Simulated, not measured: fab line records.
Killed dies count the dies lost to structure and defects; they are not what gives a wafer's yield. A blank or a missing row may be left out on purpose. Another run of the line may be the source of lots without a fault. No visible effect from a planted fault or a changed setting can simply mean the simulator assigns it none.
fab line records    flow nand_harc    part 1 of 2: steps 1 to 27 of 31
record: lots: 5  wafers: 15  last_day: 31
route steps=1302 shown A_ONON_D1@437 A_CHANNEL_HOLE_D1@450
lots with no fault: from the same line, run without faults
start_h: start of the lot's first displayed wafer, in hours after the record's first day    wait_h: time in hours since the lot's previous step    " as in the row above    L1.1+2: a row that stands for several wafers    - either no value or no given start    * or withheld: withheld    < > ~ a bound
route shown NAME@n: NAME is a module with steps in the file, n the number in the route of the first one    usual: mean and standard deviation over wafers with no fault    same: alike in all rows    chamber/n: place in a boat    sites: each site's reading    _std_site: the standard deviation of these    _edge_site: inner sites' mean taken away from outer sites' mean    radius_mm: for every site, how far away it sits from the centre of the wafer    mask NAME#n: copy n    behind: tool/chamber where the wafer was last shaped    hold: what put the lot on hold/how long, in hours/how the hold closed    device: whichever transistor did not switch (one of n, p or np)    end of line: at the end of the route, the tests of the same wafers    for a step that has no rows: nothing shown but its recipe    killed: not the wafer's yield, but the dies lost to structure and defects at the first sort    map: the dies of a wafer, with x for killed, . for not killed, _ for no die there
set.NAME: the setting the step ran with; set.NAME@STEP: the setting that earlier step ran with    model.NAME: the simulator's own value behind a step, which no gauge read
lots at some steps of the route; a table a step, a row a wafer
services: the hour from which a tool's chamber was out of use, counted from the record's first day as start_h (under 0 if before that day), plus the number of hours and why
== steps ==
step: NHARC_A_ONON_D1_THK_MEAS_18
recipe: thk_meas_gauge: ellipsometry
usual: thk_nm: 1003/9.7
lot.wafer  tool           chamber  start_h  wait_h  thk_nm
L077.1     film_metro-01  -        205.59   -       1011
L077.2     "              -        "        "       1008
L077.6     "              -        "        "       1010
L080.2     film_metro-02  -        213.41   -       1010
L080.4     "              -        "        "       1009
L080.6     "              -        "        "       1007
L082.1     film_metro-01  -        240.23   -       1005
L082.5     "              -        "        "       1005
L082.6     "              -        "        "       1004
L090.1     film_metro-02  -        308.67   -       1000
L090.2     "              -        "        "       997
L090.5     "              -        "        "       999
L094.1     film_metro-01  -        344.76   -       1001
L094.2     "              -        "        "       1003
L094.3     "              -        "        "       1001
step: NHARC_A_ONON_D1_DEP_19
recipe: target_thk_a: 10000  n2_flow_sccm: 2750  n2o_flow_sccm: 2000  nh3_flow_sccm: 500  sih4_flow_sccm: 210  temp_c: 400
lot.wafer   tool           chamber  start_h  wait_h
L077.1+2+6  pecvd_onon-01  0        205.65   0.1
L080.2+4+6  pecvd_onon-02  0        213.52   0.1
L082.1+5+6  pecvd_onon-02  0        240.28   0.1
L090.1+2+5  pecvd_onon-01  0        308.72   0.1
L094.1+2+3  pecvd_onon-03  0        344.81   0.1
step: NHARC_A_ONON_D1_THK_MEAS_21
recipe: thk_meas_gauge: ellipsometry
usual: thk_nm: 1000/8.8
lot.wafer  tool           chamber  start_h  wait_h  thk_nm
L077.1     film_metro-02  -        206.15   -       1005
L077.2     "              -        "        "       1004
L077.6     "              -        "        "       1004
L080.2     film_metro-01  -        213.97   -       989
L080.4     "              -        "        "       990
L080.6     "              -        "        "       990
L082.1     film_metro-02  -        240.79   -       1008
L082.5     "              -        "        "       1009
L082.6     "              -        "        "       1006
L090.1     film_metro-02  -        309.24   -       1010
L090.2     "              -        "        "       1010
L090.5     "              -        "        "       1010
L094.1     film_metro-02  -        345.33   -       992
L094.2     "              -        "        "       992
L094.3     "              -        "        "       992
step: NHARC_A_ONON_D1_DEP_22
recipe: target_thk_a: 10000  n2_flow_sccm: 2750  n2o_flow_sccm: 2000  nh3_flow_sccm: 500  sih4_flow_sccm: 210  temp_c: 400
lot.wafer   tool           chamber  start_h  wait_h
L077.1+2+6  pecvd_onon-02  0        206.21   0.1
L080.2+4+6  pecvd_onon-01  0        214.09   0.1
L082.1+5+6  pecvd_onon-03  0        240.84   0.1
L090.1+2+5  pecvd_onon-02  0        309.30   0.1
L094.1+2+3  pecvd_onon-03  0        345.38   0.1
step: NHARC_A_ONON_D1_THK_MEAS_24
recipe: thk_meas_gauge: ellipsometry
usual: thk_nm: 1001/9.3
lot.wafer  tool           chamber  start_h  wait_h  thk_nm
L077.1     film_metro-02  -        206.72   -       1015
L077.2     "              -        "        "       1015
L077.6     "              -        "        "       1015
L080.2     film_metro-01  -        214.54   -       997
L080.4     "              -        "        "       997
L080.6     "              -        "        "       998
L082.1     film_metro-01  -        241.35   -       991
L082.5     "              -        "        "       991
L082.6     "              -        "        "       991
L090.1     film_metro-02  -        309.80   -       999
L090.2     "              -        "        "       999
L090.5     "              -        "        "       999
L094.1     film_metro-02  -        345.89   -       1003
L094.2     "              -        "        "       1003
L094.3     "              -        "        "       1005
step: NHARC_A_ONON_D1_DEP_25
recipe: target_thk_a: 10000  n2_flow_sccm: 2750  n2o_flow_sccm: 2000  nh3_flow_sccm: 500  sih4_flow_sccm: 210  temp_c: 400
lot.wafer   tool           chamber  start_h  wait_h
L077.1+2+6  pecvd_onon-01  0        206.78   0.1
L080.2+4+6  pecvd_onon-02  0        214.65   0.1
L082.1+5+6  pecvd_onon-01  0        241.40   0.1
L090.1+2+5  pecvd_onon-01  0        309.86   0.1
L094.1+2+3  pecvd_onon-03  0        345.95   0.1
step: NHARC_A_ONON_D1_THK_MEAS_27
recipe: thk_meas_gauge: ellipsometry
usual: thk_nm: 1001/10
lot.wafer  tool           chamber  start_h  wait_h  thk_nm
L077.1     film_metro-01  -        207.28   -       987
L077.2     "              -        "        "       987
L077.6     "              -        "        "       987
L080.2     film_metro-02  -        215.10   -       995
L080.4     "              -        "        "       995
L080.6     "              -        "        "       996
L082.1     film_metro-02  -        241.92   -       995
L082.5     "              -        "        "       996
L082.6     "              -        "        "       995
L090.1     film_metro-01  -        310.37   -       1017
L090.2     "              -        "        "       1016
L090.5     "              -        "        "       1017
L094.1     film_metro-01  -        346.45   -       999
L094.2     "              -        "        "       1002
L094.3     "              -        "        "       1002
step: NHARC_A_ONON_D1_DEP_28
recipe: target_thk_a: 10000  n2_flow_sccm: 2750  n2o_flow_sccm: 2000  nh3_flow_sccm: 500  sih4_flow_sccm: 210  temp_c: 400
lot.wafer   tool           chamber  start_h  wait_h
L077.1+2+6  pecvd_onon-02  0        207.34   0.1
L080.2+4+6  pecvd_onon-01  0        215.22   0.1
L082.1+5+6  pecvd_onon-01  0        241.98   0.1
L090.1+2+5  pecvd_onon-01  0        310.42   0.1
L094.1+2+3  pecvd_onon-03  0        346.51   0.1
step: NHARC_A_ONON_D1_THK_MEAS_30
recipe: thk_meas_gauge: ellipsometry
usual: thk_nm: 1001/9.7
lot.wafer  tool           chamber  start_h  wait_h  thk_nm
L077.1     film_metro-01  -        207.85   -       999
L077.2     "              -        "        "       999
L077.6     "              -        "        "       997
L080.2     film_metro-02  -        215.68   -       987
L080.4     "              -        "        "       989
L080.6     "              -        "        "       989
L082.1     film_metro-01  -        242.49   -       1013
L082.5     "              -        "        "       1016
L082.6     "              -        "        "       1015
L090.1     film_metro-01  -        310.93   -       988
L090.2     "              -        "        "       987
L090.5     "              -        "        "       987
L094.1     film_metro-02  -        347.02   -       997
L094.2     "              -        "        "       996
L094.3     "              -        "        "       997
step: NHARC_A_ONON_D1_DEP_33
recipe: target_thk_a: 2000  temp_c: 400  pressure_torr: 6.5  rf_w: 900  teos_flow_sccm: 161.4  flow_sccm: 2650  target_thk_nm: 200  gas: O2  material: SiO2
usual: chamber_pressure_Torr: 6.499/0.014  flow_sccm: 2651/7.6  heater_power_w: 548/75  throttle_valve_pct: 15.7/0.43
lot.wafer  tool      chamber  start_h  wait_h  chamber_pressure_Torr  flow_sccm  heater_power_w  since_wet_clean_h  throttle_valve_pct
L077.2     pecvd-04  1        208.00   0.1     6.505                  2667       440             131                16.8
L077.1     "         2        "        "       6.513                  2654       597             131                16.2
L077.6     "         1        "        "       6.508                  2646       321             -                  17.0
L080.2     pecvd-03  2        215.78   0.1     6.506                  2635       510             37                 15.5
L080.6     "         1        "        "       6.498                  2656       518             -                  15.6
L080.4     "         2        "        "       6.526                  2645       550             -                  15.2
L082.1     pecvd-01  0        242.55   0.1     6.493                  2657       618             124                15.7
L082.5     "         1        "        "       6.507                  2651       527             -                  16.2
L082.6     "         2        "        "       6.484                  2661       534             -                  16.2
L090.2     pecvd-04  2        310.99   0.1     6.488                  2648       519             53                 15.8
L090.1     "         1        "        "       6.487                  2645       434             53                 16.1
L090.5     "         2        "        "       6.508                  2641       526             -                  16.1
L094.1     pecvd-01  2        347.08   0.1     6.506                  2643       582             47                 15.5
L094.2     "         0        "        "       6.499                  2652       510             47                 15.5
L094.3     "         1        "        "       6.478                  2644       480             47                 15.1
step: NHARC_A_ONON_D1_THK_MEAS_34
recipe: thk_meas_gauge: ellipsometry
usual: thk_nm: 199.3/2.7
lot.wafer  tool           chamber  start_h  wait_h  thk_nm
L077.1     film_metro-02  -        208.41   -       198.0
L077.2     "              -        "        "       200.9
L077.6     "              -        "        "       200.3
L080.2     film_metro-02  -        216.15   -       202.1
L080.4     "              -        "        "       202.3
L080.6     "              -        "        "       204.8
L082.1     film_metro-02  -        242.96   -       204.1
L082.5     "              -        "        "       204.1
L082.6     "              -        "        "       206.1
L090.1     film_metro-02  -        311.40   -       198.2
L090.2     "              -        "        "       196.2
L090.5     "              -        "        "       201.4
L094.1     film_metro-01  -        347.52   -       198.4
L094.2     "              -        "        "       197.4
L094.3     "              -        "        "       197.5
step: NHARC_A_ONON_D1_INSPECT_32
usual: raw_defect_count: 72/27
lot.wafer  tool               chamber  start_h  wait_h  raw_defect_count
L077.1     defect_inspect-01  -        208.49   0.0     121
L077.2     "                  -        "        "       68
L077.6     "                  -        "        "       103
L080.2     defect_inspect-01  -        216.21   0.0     94
L080.4     "                  -        "        "       101
L080.6     "                  -        "        "       119
L082.1     defect_inspect-02  -        243.03   0.0     67
L082.5     "                  -        "        "       59
L082.6     "                  -        "        "       53
L090.1     defect_inspect-02  -        311.49   0.0     72
L090.2     "                  -        "        "       62
L090.5     "                  -        "        "       77
L094.1     defect_inspect-01  -        347.60   0.0     54
L094.2     "                  -        "        "       26
L094.3     "                  -        "        "       50
step: NHARC_A_CHANNEL_HOLE_D1_DEP_00
recipe: target_thk_a: 31000  temp_c: 400  material: aC
usual: throttle_valve_pct: 35.000/0.0088
lot.wafer  tool        chamber  start_h  wait_h  throttle_valve_pct
L077.1     acl_dep-01  0        209.68   1.2     35.001
L077.2     "           0        "        "       34.995
L077.6     "           0        211.30   2.8     34.992
L080.2     acl_dep-03  0        217.04   0.8     34.998
L080.4     "           0        "        "       35.011
L080.6     "           0        "        "       34.983
L082.1     acl_dep-03  0        243.34   0.3     35.001
L082.5     "           0        244.61   1.6     35.001
L082.6     "           0        "        "       34.991
L090.1     acl_dep-01  0        312.05   0.6     35.007
L090.2     "           0        "        "       35.006
L090.5     "           0        "        "       34.993
L094.1     acl_dep-03  0        347.67   0.1     34.997
L094.2     "           0        "        "       35.000
L094.3     "           0        "        "       35.004
step: NHARC_A_CHANNEL_HOLE_D1_DEP_01
recipe: target_thk_a: 1400  target_thk_nm: 140  temp_c: 400  pressure_torr: 3.5  flow_sccm: 200  rf_w: 350  material: SiON
usual: chamber_pressure_Torr: 3.500/0.008  heater_power_w: 751/73
lot.wafer  tool      chamber  start_h  wait_h  chamber_pressure_Torr  heater_power_w  since_wet_clean_h
L077.2     pecvd-01  1        211.68   1.4     3.503                  720             93
L077.1     "         2        "        "       3.482                  799             93
L077.6     "         1        "        "       3.496                  695             -
L080.2     pecvd-01  1        218.67   1.3     3.496                  705             100
L080.6     "         1        "        "       3.510                  722             -
L080.4     "         2        "        "       3.499                  815             -
L082.1     pecvd-04  0        245.32   1.7     3.505                  907             168
L082.6     "         2        "        "       3.503                  795             -
L082.5     "         0        "        "       3.509                  717             -
L090.1     pecvd-02  0        314.03   1.7     3.506                  723             98
L090.2     "         1        "        "       3.493                  757             98
L090.5     "         1        "        "       3.500                  736             -
L094.2     pecvd-02  2        349.57   1.3     3.502                  840             133
L094.1     "         0        "        "       3.505                  754             133
L094.3     "         1        "        "       3.493                  696             133
step: NHARC_A_CHANNEL_HOLE_D1_DEHYDRATE_02
recipe: temp_c: 150  time_s: 120
usual: chill_plate_temp_C: 22.99/0.11  plate_temp_C: 149.99/0.14
lot.wafer  tool            chamber  start_h  wait_h  chill_plate_temp_C  plate_temp_C
L077.1     litho_track-01  0        211.92   0.2     23.03               149.97
L077.2     "               0        "        "       22.97               150.10
L077.6     "               0        "        "       23.17               150.05
L080.2     litho_track-06  0        218.97   0.3     22.76               150.02
L080.4     "               0        "        "       22.90               149.88
L080.6     "               0        "        "       22.88               150.27
L082.1     litho_track-01  0        245.54   0.2     22.98               149.87
L082.5     "               0        "        "       22.87               149.97
L082.6     "               0        "        "       23.05               149.65
L090.1     litho_track-06  0        314.27   0.2     23.18               149.91
L090.2     "               0        "        "       23.26               150.04
L090.5     "               0        "        "       23.31               150.21
L094.1     litho_track-01  0        349.84   0.2     22.93               150.16
L094.2     "               0        "        "       22.73               150.14
L094.3     "               0        "        "       22.86               150.20
step: NHARC_A_CHANNEL_HOLE_D1_HMDS_03
recipe: time_s: 30
usual: chill_plate_temp_C: 23.00/0.099
lot.wafer  tool            chamber  start_h  wait_h  chill_plate_temp_C
L077.1     litho_track-01  0        -        -       23.12
L077.2     "               0        "        "       23.07
L077.6     "               0        "        "       23.20
L080.2     litho_track-06  0        -        -       23.11
L080.4     "               0        "        "       23.02
L080.6     "               0        "        "       22.90
L082.1     litho_track-01  0        -        -       23.01
L082.5     "               0        "        "       22.95
L082.6     "               0        "        "       22.98
L090.1     litho_track-06  0        -        -       23.11
L090.2     "               0        "        "       23.09
L090.5     "               0        "        "       23.16
L094.1     litho_track-01  0        -        -       23.00
L094.2     "               0        "        "       22.93
L094.3     "               0        "        "       22.87
step: NHARC_A_CHANNEL_HOLE_D1_COAT_36
recipe: temp_c: 260  time_s: 75
usual: chill_plate_temp_C: 23.00/0.12  plate_temp_C: 259.96/0.19
lot.wafer  tool            chamber  start_h  wait_h  chill_plate_temp_C  plate_temp_C
L077.1     litho_track-01  0        -        -       22.89               259.89
L077.2     "               0        "        "       22.92               260.02
L077.6     "               0        "        "       22.87               259.96
L080.2     litho_track-06  0        -        -       23.11               259.84
L080.4     "               0        "        "       23.08               260.00
L080.6     "               0        "        "       23.10               259.88
L082.1     litho_track-01  0        -        -       22.91               259.79
L082.5     "               0        "        "       22.98               259.89
L082.6     "               0        "        "       22.88               259.83
L090.1     litho_track-06  0        -        -       22.93               259.68
L090.2     "               0        "        "       22.88               259.90
L090.5     "               0        "        "       22.86               259.84
L094.1     litho_track-01  0        -        -       22.90               260.22
L094.2     "               0        "        "       23.11               260.28
L094.3     "               0        "        "       23.04               260.13
step: NHARC_A_CHANNEL_HOLE_D1_COAT_37
recipe: temp_c: 225  time_s: 65
usual: chill_plate_temp_C: 22.98/0.099  plate_temp_C: 224.96/0.17
lot.wafer  tool            chamber  start_h  wait_h  chill_plate_temp_C  plate_temp_C
L077.1     litho_track-01  0        -        -       22.90               224.66
L077.2     "               0        "        "       22.80               224.40
L077.6     "               0        "        "       22.84               224.96
L080.2     litho_track-06  0        -        -       22.94               224.97
L080.4     "               0        "        "       22.95               225.04
L080.6     "               0        "        "       22.99               224.73
L082.1     litho_track-01  0        -        -       22.91               224.86
L082.5     "               0        "        "       22.88               225.02
L082.6     "               0        "        "       22.94               224.91
L090.1     litho_track-06  0        -        -       22.83               225.13
L090.2     "               0        "        "       23.05               224.83
L090.5     "               0        "        "       22.78               224.99
L094.1     litho_track-01  0        -        -       23.03               224.97
L094.2     "               0        "        "       23.08               225.02
L094.3     "               0        "        "       23.07               225.19
step: NHARC_A_CHANNEL_HOLE_D1_COAT_04
recipe: spin_rpm: 1500  resist_thk_nm: 90
usual: chill_plate_temp_C: 23.01/0.11
lot.wafer  tool            chamber  start_h  wait_h  chill_plate_temp_C
L077.1     litho_track-01  0        -        -       23.00
L077.2     "               0        "        "       23.13
L077.6     "               0        "        "       23.18
L080.2     litho_track-06  0        -        -       23.19
L080.4     "               0        "        "       23.07
L080.6     "               0        "        "       23.09
L082.1     litho_track-01  0        -        -       23.19
L082.5     "               0        "        "       23.20
L082.6     "               0        "        "       22.90
L090.1     litho_track-06  0        -        -       23.17
L090.2     "               0        "        "       22.97
L090.5     "               0        "        "       23.07
L094.1     litho_track-01  0        -        -       22.96
L094.2     "               0        "        "       23.02
L094.3     "               0        "        "       23.08
step: NHARC_A_CHANNEL_HOLE_D1_SOFTBAKE_05
recipe: temp_c: 105  time_s: 55
usual: chill_plate_temp_C: 22.96/0.093  plate_temp_C: 105.01/0.14
lot.wafer  tool            chamber  start_h  wait_h  chill_plate_temp_C  plate_temp_C
L077.1     litho_track-01  0        -        -       22.94               105.11
L077.2     "               0        "        "       22.92               105.17
L077.6     "               0        "        "       22.77               105.28
L080.2     litho_track-06  0        -        -       22.92               105.09
L080.4     "               0        "        "       23.12               104.88
L080.6     "               0        "        "       22.83               105.12
L082.1     litho_track-01  0        -        -       22.87               104.92
L082.5     "               0        "        "       22.80               104.87
L082.6     "               0        "        "       22.99               105.00
L090.1     litho_track-06  0        -        -       23.01               104.89
L090.2     "               0        "        "       23.11               104.87
L090.5     "               0        "        "       22.91               104.86
L094.1     litho_track-01  0        -        -       23.18               105.14
L094.2     "               0        "        "       22.98               105.20
L094.3     "               0        "        "       23.07               105.20
step: NHARC_A_CHANNEL_HOLE_D1_EBR_06
usual: chill_plate_temp_C: 23.03/0.11
lot.wafer  tool            chamber  start_h  wait_h  chill_plate_temp_C
L077.1     litho_track-01  0        -        -       22.94
L077.2     "               0        "        "       22.97
L077.6     "               0        "        "       23.01
L080.2     litho_track-06  0        -        -       22.95
L080.4     "               0        "        "       23.08
L080.6     "               0        "        "       22.84
L082.1     litho_track-01  0        -        -       23.00
L082.5     "               0        "        "       22.92
L082.6     "               0        "        "       23.05
L090.1     litho_track-06  0        -        -       22.78
L090.2     "               0        "        "       22.84
L090.5     "               0        "        "       22.63
L094.1     litho_track-01  0        -        -       22.88
L094.2     "               0        "        "       22.88
L094.3     "               0        "        "       22.94
step: NHARC_A_CHANNEL_HOLE_D1_EXPOSE_07
recipe: na: 1.35  target_cd_nm: 100  sigma_outer: 0.3  dose_mj: 59.65  mask_id: HOLE_D1
usual: stage_vel_mm_s: 500.00/0.28
lot.wafer  tool             chamber  start_h  wait_h  mask       stage_vel_mm_s
L077.1     arfi_scanner-03  0        212.10   -       HOLE_D1#0  500.41
L077.2     "                0        "        "       HOLE_D1#0  500.25
L077.6     "                0        "        "       HOLE_D1#0  499.91
L080.2     arfi_scanner-03  0        219.16   -       HOLE_D1#0  500.16
L080.4     "                0        "        "       HOLE_D1#0  500.56
L080.6     "                0        "        "       HOLE_D1#0  500.36
L082.1     arfi_scanner-02  0        245.85   -       HOLE_D1#0  500.21
L082.5     "                0        "        "       HOLE_D1#0  500.09
L082.6     "                0        "        "       HOLE_D1#0  500.18
L090.1     arfi_scanner-01  0        314.47   -       HOLE_D1#0  499.27
L090.2     "                0        "        "       HOLE_D1#0  499.36
L090.5     "                0        "        "       HOLE_D1#0  499.51
L094.1     arfi_scanner-01  0        350.15   -       HOLE_D1#0  500.21
L094.2     "                0        "        "       HOLE_D1#0  499.97
L094.3     "                0        "        "       HOLE_D1#0  499.85
step: NHARC_A_CHANNEL_HOLE_D1_PEB_08
recipe: peb_temp_c: 100  peb_time_s: 65
usual: chill_plate_temp_C: 23.01/0.1  plate_temp_C: 100.03/0.13
lot.wafer  tool            chamber  start_h  wait_h  chill_plate_temp_C  plate_temp_C
L077.1     litho_track-04  0        212.16   0.1     23.06               99.99
L077.2     "               0        "        "       22.97               99.90
L077.6     "               0        "        "       22.99               100.00
L080.2     litho_track-04  0        219.22   0.1     22.93               100.11
L080.4     "               0        "        "       23.17               99.95
L080.6     "               0        "        "       23.04               100.07
L082.1     litho_track-04  0        245.91   0.1     23.09               100.25
L082.5     "               0        "        "       22.95               100.06
L082.6     "               0        "        "       22.87               100.05
L090.1     litho_track-04  0        314.53   0.1     22.88               100.11
L090.2     "               0        "        "       22.85               99.99
L090.5     "               0        "        "       23.02               99.90
L094.1     litho_track-01  0        350.21   0.1     22.98               100.01
L094.2     "               0        "        "       23.04               100.18
L094.3     "               0        "        "       23.06               99.75
step: NHARC_A_CHANNEL_HOLE_D1_DEVELOP_09
recipe: develop_time_s: 35  dev_temp_c: 23
usual: chill_plate_temp_C: 22.99/0.098
lot.wafer  tool            chamber  start_h  wait_h  chill_plate_temp_C
L077.1     litho_track-04  0        -        -       23.14
L077.2     "               0        "        "       23.12
L077.6     "               0        "        "       22.95
L080.2     litho_track-04  0        -        -       23.05
L080.4     "               0        "        "       22.98
L080.6     "               0        "        "       23.04
L082.1     litho_track-04  0        -        -       23.07
L082.5     "               0        "        "       22.96
L082.6     "               0        "        "       22.90
L090.1     litho_track-04  0        -        -       23.12
L090.2     "               0        "        "       22.97
L090.5     "               0        "        "       23.03
L094.1     litho_track-01  0        -        -       22.99
L094.2     "               0        "        "       22.97
L094.3     "               0        "        "       22.98
step: NHARC_A_CHANNEL_HOLE_D1_CD_MEAS_10
recipe: target_cd_nm: 100  landing_energy_ev: 500
usual: cd_nm: 99.9/0.53
lot.wafer  tool       chamber  start_h  wait_h  cd_nm
L077.1     cd_sem-02  0        212.24   -       100.3
L077.2     "          0        "        "       99.9
L077.6     "          0        "        "       99.2
L080.2     cd_sem-03  0        219.30   -       99.7
L080.4     "          0        "        "       100.4
L080.6     "          0        "        "       101.2
L082.1     cd_sem-02  0        245.99   -       98.8
L082.5     "          0        "        "       100.2
L082.6     "          0        "        "       99.5
L090.1     cd_sem-02  0        314.61   -       100.5
L090.2     "          0        "        "       99.7
L090.5     "          0        "        "       99.4
L094.1     cd_sem-02  0        350.29   -       99.9
L094.2     "          0        "        "       99.3
L094.3     "          0        "        "       99.7
step: NHARC_A_CHANNEL_HOLE_D1_OVL_MEAS_11
usual: overlay_x_nm: 0.1/0.75  overlay_y_nm: -0.3/0.9
lot.wafer  tool        chamber  start_h  wait_h  overlay_x_nm  overlay_y_nm
L077.1     overlay-01  -        212.34   -       -0.7          -0.5
L077.2     "           -        "        "       -1.2          -0.4
L077.6     "           -        "        "       -0.1          -0.6
L080.2     overlay-02  -        219.39   -       -0.2          0.0
L080.4     "           -        "        "       -0.4          0.0
L080.6     "           -        "        "       -0.5          0.3
L082.1     overlay-02  -        246.07   -       0.3           0.3
L082.5     "           -        "        "       0.6           -0.1
L082.6     "           -        "        "       0.2           -0.3
L090.1     overlay-01  -        314.70   -       -0.7          -0.1
L090.2     "           -        "        "       -0.6          -0.2
L090.5     "           -        "        "       -0.1          0.3
L094.1     overlay-01  -        350.38   -       0.5           -0.4
L094.2     "           -        "        "       0.7           -0.2
L094.3     "           -        "        "       0.1           -1.1
step: NHARC_A_CHANNEL_HOLE_D1_INSPECT_12
usual: raw_defect_count: 5.4/2.7
lot.wafer  tool               chamber  start_h  wait_h  raw_defect_count
L077.1     defect_inspect-01  -        212.38   0.0     8
L077.2     "                  -        "        "       4
L077.6     "                  -        "        "       7
L080.2     defect_inspect-02  -        219.42   0.0     9
L080.4     "                  -        "        "       4
L080.6     "                  -        "        "       5
L082.1     defect_inspect-02  -        246.11   0.0     7
L082.5     "                  -        "        "       3
L082.6     "                  -        "        "       4
L090.1     defect_inspect-02  -        314.74   0.0     7
L090.2     "                  -        "        "       2
L090.5     "                  -        "        "       5
L094.1     defect_inspect-02  -        350.41   0.0     2
L094.2     "                  -        "        "       1
L094.3     "                  -        "        "       6
